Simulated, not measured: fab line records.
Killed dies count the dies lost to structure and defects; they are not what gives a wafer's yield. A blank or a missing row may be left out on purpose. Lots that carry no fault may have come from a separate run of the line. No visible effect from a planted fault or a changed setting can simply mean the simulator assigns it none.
Matching of chambers || flow nandHarc || aldHk-02 running NHARC_A_CHANNEL_FILL_D1_ALD_14: 4 sister chambers
The step deposits SiO2, target thk 2.5 nm, pulse time 10 s, ald cycles 25. 4 wafers are shown with their chamber, then 12 later ones without.

EACH WAFER AND ITS CHAMBER
{"wafer": "L086.2", "chamber": 0, "heaterPowerW (W)": 470}
{"wafer": "L086.4", "chamber": 1, "heaterPowerW (W)": 533}
{"wafer": "L087.2", "chamber": 2, "heaterPowerW (W)": 400}
{"wafer": "L087.5", "chamber": 3, "heaterPowerW (W)": 507}

WAFERS WITH NO CHAMBER GIVEN
{"wafer": "L089.2", "heaterPowerW (W)": 391}
{"wafer": "L089.3", "heaterPowerW (W)": 462}
{"wafer": "L089.4", "heaterPowerW (W)": 548}
{"wafer": "L093.1", "heaterPowerW (W)": 533}
{"wafer": "L093.4", "heaterPowerW (W)": 464}
{"wafer": "L093.6", "heaterPowerW (W)": 408}
{"wafer": "L095.1", "heaterPowerW (W)": 531}
{"wafer": "L095.3", "heaterPowerW (W)": 545}
{"wafer": "L095.5", "heaterPowerW (W)": 549}
{"wafer": "L097.1", "heaterPowerW (W)": 409}
{"wafer": "L097.4", "heaterPowerW (W)": 548}
{"wafer": "L097.5", "heaterPowerW (W)": 543}

EACH ONE'S CHAMBER
{"wafer": "L089.2", "from the rows above": 2, "in truth": 2}
{"wafer": "L089.3", "from the rows above": 0, "in truth": 0}
{"wafer": "L089.4", "from the rows above": 1, "in truth": 1}
{"wafer": "L093.1", "from the rows above": 1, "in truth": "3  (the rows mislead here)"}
{"wafer": "L093.4", "from the rows above": 0, "in truth": 0}
{"wafer": "L093.6", "from the rows above": 2, "in truth": 2}
{"wafer": "L095.1", "from the rows above": 1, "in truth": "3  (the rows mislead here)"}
{"wafer": "L095.3", "from the rows above": 1, "in truth": 1}
{"wafer": "L095.5", "from the rows above": 1, "in truth": 1}
{"wafer": "L097.1", "from the rows above": 2, "in truth": 2}
{"wafer": "L097.4", "from the rows above": 1, "in truth": 1}
{"wafer": "L097.5", "from the rows above": 1, "in truth": 1}
Placed correctly: 10 of 12. Number that these rows cannot place: 0. Placed wrongly: 2.
How it was worked out, from the rows above alone: a wafer's distance from a chamber is the root of the sum, over the readings, of the square of ((its reading less the chamber's mean) divided by the reading's scatter). The wafer belongs to the nearest chamber; if the next one is less than 2 further off, it can't be placed. For every chamber, the mean is computed from those of its wafers that are shown. The scatter (one wafer shown for each chamber): square how far every hidden wafer sits from the nearest shown wafer, average those squares and take the square root.
